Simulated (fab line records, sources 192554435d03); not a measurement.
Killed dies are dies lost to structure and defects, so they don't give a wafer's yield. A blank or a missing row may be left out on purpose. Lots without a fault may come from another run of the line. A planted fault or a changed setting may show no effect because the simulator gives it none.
A struck lot beside a sound one | flow n5_finfet | 15 steps out of a route of 1938
Sound: wafers L399.1, L399.4, L399.5. Struck: wafer L407.4. (L407.1, L407.2 of the same lot were not struck and are left out.) The cause comes at the end.
At each step with rows: each side's tool, then ch and its chambers, then its first start. Under that, the readings that differ: sound wafers | struck wafers | difference of the means | sigmas: that difference in standard deviations of wafers without a fault.
alike: readings whose means differ by less than 2 such deviations, and words and numbers that are the same on both sides. not compared: withheld readings, readings that some wafer has no value for, bounds like >300 that may hide the same value, and numbers for which the record gives no deviation and whose values overlap.
The two part at a step that has a row with sigmas, a row that says differs or no value, or rows on one side only. Numbers that don't overlap but have no deviation are shown without sigmas and don't part them. A reading that every wafer of one side lacks parts them only if that side has two wafers or more.

N5_BEOL_M6_STRIP_80: strips in N2/H2, time 10 s.
  sound on rie_diel-04 ch 1,3; struck on rie_diel-01 ch 1
  alike: drypump_motor_current_A, oes_product_au, rf_vpp_V, showerhead_plenum_p_Torr, throttle_valve_pct
  not compared: rf_hours_counter_h
N5_BEOL_M6_OCD_MEAS_38:
  sound on ocd-02, day 11 02:46; struck on ocd-01, day 13 04:46
  alike: trench_depth_nm
then, 4 steps without rows for these wafers: N5_BEOL_M6_HM_STRIP_39 (strips TiN in peroxide tin strip, target depth 25 nm, time 158 s); N5_BEOL_M6_SRD_40 (time 30 s); N5_BEOL_M6_PRECLEAN_42 (cleans in residue remover, time 60 s); N5_BEOL_M6_SRD_43 (time 30 s).
N5_BEOL_M6_CD_MEAS_35: target cd 40 nm, target cd y 28 nm.
  sound on cd_sem-02, day 11 02:55; struck on cd_sem-03, day 13 04:55
  reading    | sound          | struck | difference | sigmas
  cd_nm (nm) | 40.3 39.6 40.1 | 41.2   | +1.2       | +3
N5_BEOL_M6_CURE_75: cures SiCOH lowk, time 120 s.
  sound on uv_cure-01 ch 1, day 11 02:58; struck on uv_cure-03 ch 0, day 13 04:57
  alike: lamp_power_pct, wafer_temp_C_max
N5_BEOL_M6_DEGAS_44: time 60 s.
  sound on pvd_sputter-01, day 11 04:46; struck on pvd_sputter-01, day 13 05:34
  alike: heater_power_w
N5_BEOL_M6_PRE_CLEAN_45: time 30 s.
  sound on pvd_sputter-01, day 11 04:48; struck on pvd_sputter-01, day 13 05:37
  alike: heater_power_w
then, 2 steps without rows for these wafers: N5_BEOL_M6_ALD_77 (deposits TaN, target thk 2 nm, pulse time 2 s, purge time 3 s); N5_BEOL_M6_SURFACE_TREAT_79.
N5_BEOL_M6_CVD_78: deposits Co from CCTBA/H2, target thk 2 nm, time 142.3 s.
  sound on cvd_co-02 ch 0,2, day 11 05:14; struck on cvd_co-01 ch 2, day 13 06:03
  reading          | sound             | struck | difference | sigmas
  run_length_s (s) | 164.8 165.0 165.9 | 218.8  | +53.6      | +99 or more
N5_BEOL_M6_SPUTTER_48: material Cu, target thk 10 nm, time 1.667 s.
  sound on pvd_sputter-02, day 11 05:25; struck on pvd_sputter-03, day 13 06:10
  reading                | sound             | struck | difference | sigmas
  cathode_dc_power_W (W) | 26003 26000 26003 | 25988  | -14        | -3
  alike: substrate_temp_c, throttle_valve_pct
-- the record jumps here: 3 days lie between the struck wafers' starts before and after (it left off in module BEOL_M6 and takes up again in module PASSIVATION, whose first step shown is number 1936 of the route) --
N5_PASSIVATION_PROBE_49:
  sound on prober-02, day 14 22:00; struck on prober-01, day 16 12:59
  alike: defect_limited_yield, killed_at_M0_to_M3, killed_at_M4_up, killed_at_contacts, killed_at_front_end, killed_at_other, killed_dies, killed_open, killed_short, sort_bin_5_function, sort_bin_6_memory, sort_n_pass, sort_yield_pct

WHERE THEY PART
First at N5_BEOL_M6_CD_MEAS_35; last, within this record, at N5_BEOL_M6_SPUTTER_48. Later steps at which nothing parts them and some readings are alike: N5_PASSIVATION_PROBE_49.

WHY: what the simulator had put in
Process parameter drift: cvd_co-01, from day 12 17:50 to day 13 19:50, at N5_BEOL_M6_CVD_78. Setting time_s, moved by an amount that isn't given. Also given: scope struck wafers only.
